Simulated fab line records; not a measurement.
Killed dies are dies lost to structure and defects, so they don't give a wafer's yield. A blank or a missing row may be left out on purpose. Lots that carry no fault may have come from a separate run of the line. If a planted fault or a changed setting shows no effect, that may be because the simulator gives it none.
Problem report, 8D (eight disciplines) form, completed by code | flow n5 finfet | the parts of the form that need people (team, actions taken, sign-off) are left out

== 1. WHAT IS WRONG ==
SERP_M7 at N5_BEOL_M15_RC_MEAS_101 reads a mean of 17.8 ohm/um on 1 wafer of 1 lot; wafers without a fault read 13.9 ohm/um with a standard deviation of 0.51. That is +7.6 standard deviations from the usual mean.
Earliest sighting: wafer L666.5 on prober-01 at day 14 06:26. At this step, 22 wafers from 8 lots have a number in the record. Rule for "out" (also "out of limits"): further than 4 standard deviations from the usual mean. The other wafers with a number count as sound.

== 2. WHAT IT IS, AND WHAT IT ISN'T ==
question                     | is                        | is not
which readings at this step  | SERP_M7, SERP_M7_max_site | COMB_M10, COMB_M11, COMB_M11_max_site, COMB_M12, COMB_M13, COMB_M14, COMB_M15, COMB_M5, COMB_M6, COMB_M7, COMB_M8, COMB_M9, SERP_M10, SERP_M11, SERP_M12, SERP_M13, SERP_M14, SERP_M5, SERP_M6, SERP_M8, SERP_M8_max_site, SERP_M9
which lots                   | L666                      | L657, L659, L660, L661, L676, L677, L680
which wafers of those lots   | all that have a number    | -
read on which gauges         | prober-01                 | prober-02
when                         | from day 14 06:26         | up to then (12 sound wafers); but 9 sound wafers of L676, L677, L680 came after
where on the wafer (9 sites) | all sites                 | -

== 3. THE SUSPECTS, EACH WITH WHAT RULES IT OUT ==
Counting: a tool at any process step up to the reading remains a suspect when it ran all the lots that are out and ran no sound lot after the first of those.
- the gauge at N5_BEOL_M15_RC_MEAS_101: kept. All the wafers that are out were read on prober-01, and no step on other tools shows them out.
- pecvd-03 at N5_BEOL_M11_PECVD_70 (deposits SiO2 from TEOS/O2, target thk 20 nm, time 22.7 s): kept. It ran the lot that is out, L666 (day 12 17:31), and no sound lot after that; its last sound lot up to then is L661 (day 11 21:05).
- cmp-03 at N5_BEOL_M15_CMP_49 (polishes, stops on SiO2, t overpolish 4.9 s, target thk 850 nm): ruled out as a lasting fault. Sound lots L677, L680 ran on it after its first lot that is out, L666 (day 14 05:32).
Remaining after the count are pecvd-03 at N5_BEOL_M11_PECVD_70 and prober-01 at N5_BEOL_M15_RC_MEAS_101.

== 4. THE CAUSE (what the simulator had put in) ==
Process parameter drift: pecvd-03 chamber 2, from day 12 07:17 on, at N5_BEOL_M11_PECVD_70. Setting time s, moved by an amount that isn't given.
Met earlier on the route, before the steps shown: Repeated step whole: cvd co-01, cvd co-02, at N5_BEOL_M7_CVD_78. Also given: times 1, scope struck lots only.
2 suspects survive the count, and this tool is in that group.

== 5. SEQUENCE OF EFFECTS, ordered by route ==
One row per reading whose mean, taken over the struck wafers that have a number, lies over 3 standard deviations from the usual. Readings are gone through only where the record gives a usual standard deviation; hours: the median, over the lots, of the time from a lot's start at the first step in this table giving one to that lot's start at this step; sigmas: the change measured in usual standard deviations.
hours | step                    | reading          | usual       | on struck wafers | change | sigmas
0     | N5_BEOL_M15_RC_MEAS_101 | SERP_M7          | 13.9 ohm/um | 17.8             | +3.9   | +7.6
0     | N5_BEOL_M15_RC_MEAS_101 | SERP_M7_max_site | 14.5 ohm/um | 18.4             | +3.9   | +6.6

== 6. WHAT WOULD HAVE CAUGHT IT SOONER ==
Counted from the fault's start at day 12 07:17, it took 47 hours until the first out-of-limits reading at a measuring or inspecting step in this record, taken at day 14 06:26.
No tool reading at N5_BEOL_M11_PECVD_70 that has a usual standard deviation in the record was out on any struck wafer, so an alarm limit of 4 standard deviations on those readings would not have fired.
Each of the lots that are out, 1 in all, had begun N5_BEOL_M11_PECVD_70 on pecvd-03 no later than day 14 06:26. Holding the tool at that point would not have protected any of them.
